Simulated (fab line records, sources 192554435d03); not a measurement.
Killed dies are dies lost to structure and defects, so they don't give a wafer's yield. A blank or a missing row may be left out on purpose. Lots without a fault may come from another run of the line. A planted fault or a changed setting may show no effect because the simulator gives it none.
Chamber matching | flow n5_finfet | N5_FIN_SAQP_MANDREL2_REMOVE_60 on rie_si-05: 4 sister chambers
The step chemistry HBr/Cl2/O2, target a-Si, stops on SiNx, bt time 10 s. 4 wafers are shown with their chamber, then 11 later ones without.

WAFERS WITH THEIR CHAMBER
wafer  | chamber | drypump_motor_current_A (A)
L083.5 | 0       | 5.7
L084.1 | 1       | 5.6
L084.3 | 2       | 6.2
L088.1 | 3       | 6.2

WAFERS WITHOUT THEIR CHAMBER
wafer  | drypump_motor_current_A (A)
L088.2 | 5.7
L088.5 | 5.6
L092.2 | 6.2
L092.5 | 5.6
L092.6 | 6.2
L094.1 | 6.1
L094.5 | 6.2
L094.6 | 5.7
L095.2 | 5.6
L095.3 | 6.2
L095.5 | 5.6

WHICH CHAMBER EACH WENT THROUGH
wafer  | from the rows above     | in truth
L088.2 | 0                       | 0
L088.5 | 1                       | 1
L092.2 | can't be placed: 2 or 3 | 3
L092.5 | 1                       | 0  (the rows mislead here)
L092.6 | can't be placed: 2 or 3 | 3
L094.1 | can't be placed: 2 or 3 | 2
L094.5 | can't be placed: 2 or 3 | 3
L094.6 | 0                       | 0
L095.2 | 1                       | 1
L095.3 | can't be placed: 2 or 3 | 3
L095.5 | 1                       | 1
Placed correctly: 5 of 11. Can't be placed from these rows: 5 (the true chamber is among the candidates in 5). Placed wrongly: 1.
How it was worked out, from the rows above alone: a wafer's distance from a chamber is the root of the sum, over the readings, of the square of ((its reading less the chamber's mean) divided by the reading's scatter). The wafer belongs to the nearest chamber; if the next one is less than 2 further off, it can't be placed. A chamber's mean is the mean of its shown wafers. The scatter: with one shown wafer a chamber, the root of the mean of the squares of how far each hidden wafer lies from its nearest shown one.
